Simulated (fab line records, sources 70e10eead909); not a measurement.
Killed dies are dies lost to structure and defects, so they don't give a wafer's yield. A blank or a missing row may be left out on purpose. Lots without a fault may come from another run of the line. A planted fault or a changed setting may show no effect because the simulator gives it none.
A struck lot beside a sound one | flow nand_harc | 14 steps out of a route of 1302
Sound: wafers L264.3, L264.4, L264.5. Struck: wafer L257.2. (L257.1, L257.4 of the same lot were not struck and are left out.) The cause comes at the end.
At each step with rows: each side's tool, then ch and its chambers, then its first start. Under that, the readings that differ: sound wafers | struck wafers | difference of the means | sigmas: that difference in standard deviations of wafers without a fault.
alike: readings whose means differ by less than 2 such deviations, and words and numbers that are the same on both sides. not compared: withheld readings, readings that some wafer has no value for, bounds like >300 that may hide the same value, and numbers for which the record gives no deviation and whose values overlap.
The two part at a step that has a row with sigmas, a row that says differs or no value, or rows on one side only. Numbers that don't overlap but have no deviation are shown without sigmas and don't part them. A reading that every wafer of one side lacks parts them only if that side has two wafers or more.

first, 6 steps without rows for these wafers: NHARC_A_DECK1_JOINT_CVD_34 (deposits SiNx, target thk 20 nm); NHARC_A_DECK1_JOINT_DEP_06 (deposits SiOx, target thk 80 nm); NHARC_A_DECK1_JOINT_CURE_26 (time 32 s); NHARC_A_DECK1_JOINT_ANNEAL_27 (time 3600 s); NHARC_A_DECK1_JOINT_ANNEAL_28 (time 1800 s); NHARC_A_DECK1_JOINT_ANNEAL_29 (time 1800 s).
NHARC_A_DECK1_JOINT_CMP_02: polishes SiOx.
  sound on cmp-04 ch 0,3, day 20 00:26; struck on cmp-02 ch 0, day 17 19:16
  reading             | sound          | struck | difference | sigmas
  motor_current_A (A) | 14.2 14.6 14.5 | 10.6   | -3.8       | -3
  not compared: pad_life_wafers
then, 1 step without rows for these wafers: NHARC_A_DECK1_JOINT_SRD_15.
NHARC_A_DECK1_JOINT_DEP_16: deposits SiO2, target thk 45 nm.
  sound on pecvd-02 ch 0,1,2, day 20 00:52; struck on pecvd-02 ch 0, day 17 19:40
  alike: heater_power_w, throttle_valve_pct
NHARC_A_DECK1_JOINT_THK_MEAS_17: measures by ellipsometry.
  sound on film_metro-01, day 20 01:06; struck on film_metro-01, day 17 19:56
  alike: thk_nm
NHARC_A_DECK1_JOINT_INSPECT_05:
  sound on defect_inspect-02, day 20 01:08; struck on defect_inspect-02, day 17 19:58
  alike: raw_defect_count
NHARC_A_ONON_D2_DEP_00: target thk 1000 nm.
  sound on pecvd_onon-04 ch 0, day 20 01:19; struck on pecvd_onon-01 ch 0, day 17 20:02
NHARC_A_ONON_D2_THK_MEAS_02: measures by ellipsometry.
  sound on film_metro-02, day 20 01:43; struck on film_metro-01, day 17 20:33
  reading     | sound       | struck | difference | sigmas
  thk_nm (nm) | 978 980 980 | 602    | -377       | -31
then, 1 step without rows for these wafers: NHARC_A_ONON_D2_DEP_03 (target thk 1000 nm).

WHERE THEY PART
First at NHARC_A_DECK1_JOINT_CMP_02; last, within this record, at NHARC_A_ONON_D2_THK_MEAS_02.

WHY: what the simulator had put in
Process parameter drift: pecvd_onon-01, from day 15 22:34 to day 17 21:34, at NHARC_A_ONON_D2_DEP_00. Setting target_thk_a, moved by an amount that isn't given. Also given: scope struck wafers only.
